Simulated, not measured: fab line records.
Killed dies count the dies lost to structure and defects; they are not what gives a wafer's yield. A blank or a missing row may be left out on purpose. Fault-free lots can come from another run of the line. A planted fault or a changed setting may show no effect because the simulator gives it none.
Comparing a struck lot with a sound one | flow n5Finfet | 14 out of 1938 route steps
Sound: these wafers, L171.1, L171.2, L171.3. The struck wafers were L188.1, L188.3, L188.6. The cause comes at the end.
At each step with rows: each side's tool, then ch and its chambers, then its first start. Under that, the readings that differ: sound wafers | struck wafers | difference of the means | sigmas: that difference in standard deviations of wafers without a fault.
alike: a reading whose means differ by less than 2 such deviations, as well as words and numbers matching on both sides. not compared: withheld readings; readings where some wafer has no value; bounds like >300 that might hide an equal value; numbers whose values overlap and for which the record gives no deviation.
Wherever a step has rows on one side only, a row that says differs or no value, or a row with sigmas, the two part there. Non-overlapping numbers with no deviation appear without sigmas and do not part them. Lack of a reading on every wafer of one side parts them only where that side has two or more wafers.

N5_PASSIVATION_ETCH_59: etches TaN in Cl2/BCl3, target depth 65 nm, time 34.9 s.
  sound on rieMetal-02 ch 0,1, day 13 01:06; struck on rieMetal-02 ch 0,1, day 16 17:18
  alike: drypumpMotorCurrentA, oesProductAu, throttleValvePct
  not compared: rfHoursCounterH
N5_PASSIVATION_STRIP_34: strips in O2.
  sound on rieDiel-04 ch 1,2,3, day 13 01:25; struck on rieDiel-06 ch 0,3, day 16 17:25
  alike: drypumpMotorCurrentA, oesProductAu, rfVppV, showerheadPlenumPTorr, throttleValvePct
  not compared: rfHoursCounterH
then, 4 steps without rows for these wafers: N5_PASSIVATION_STRIP_51 (strips in post etch residue remover, time 1200 s); N5_PASSIVATION_CLEAN_69 (cleans in IPA, time 180 s); N5_PASSIVATION_SRD_70 (time 30 s); N5_PASSIVATION_PECVD_53 (deposits SiO2 from TEOS/O2, target thk 800 nm, time 169.4 s).
N5_PASSIVATION_PECVD_35: deposits SiNx from SiH4/NH3/N2, target thk 700 nm, time 151.3 s.
  sound on pecvd-04 ch 0,1,2, day 13 02:04; struck on pecvd-02 ch 0,2, day 16 18:02
  alike: heaterPowerW, showerheadPlenumPTorr, throttleValvePct
then, 5 steps without rows for these wafers: N5_PASSIVATION_HMDS_37 (time 60 s); N5_PASSIVATION_COAT_38; N5_PASSIVATION_EBR_40; N5_PASSIVATION_SOFTBAKE_39 (time 120 s); N5_PASSIVATION_EXPOSE_41 (exposes mask PASS OPEN, defocus 0 nm, target cd 40000 nm).
N5_PASSIVATION_PEB_42:
  struck on lithoTrack-03, day 16 18:28; sound on lithoTrack-03 ch 0, day 13 02:30
reading        | sound          | struck | difference                    | sigmas
exhaustPa (Pa) | 46.1 45.2 46.0 | - - -  | no value on the struck wafers | 
  not compared: chillPlateTempC
then, 1 step without rows for these wafers: N5_PASSIVATION_DEVELOP_43 (develop time 60 s).

WHERE THEY PART
N5_PASSIVATION_PEB_42 only, going by this record.

WHY: what had been put in by the simulator
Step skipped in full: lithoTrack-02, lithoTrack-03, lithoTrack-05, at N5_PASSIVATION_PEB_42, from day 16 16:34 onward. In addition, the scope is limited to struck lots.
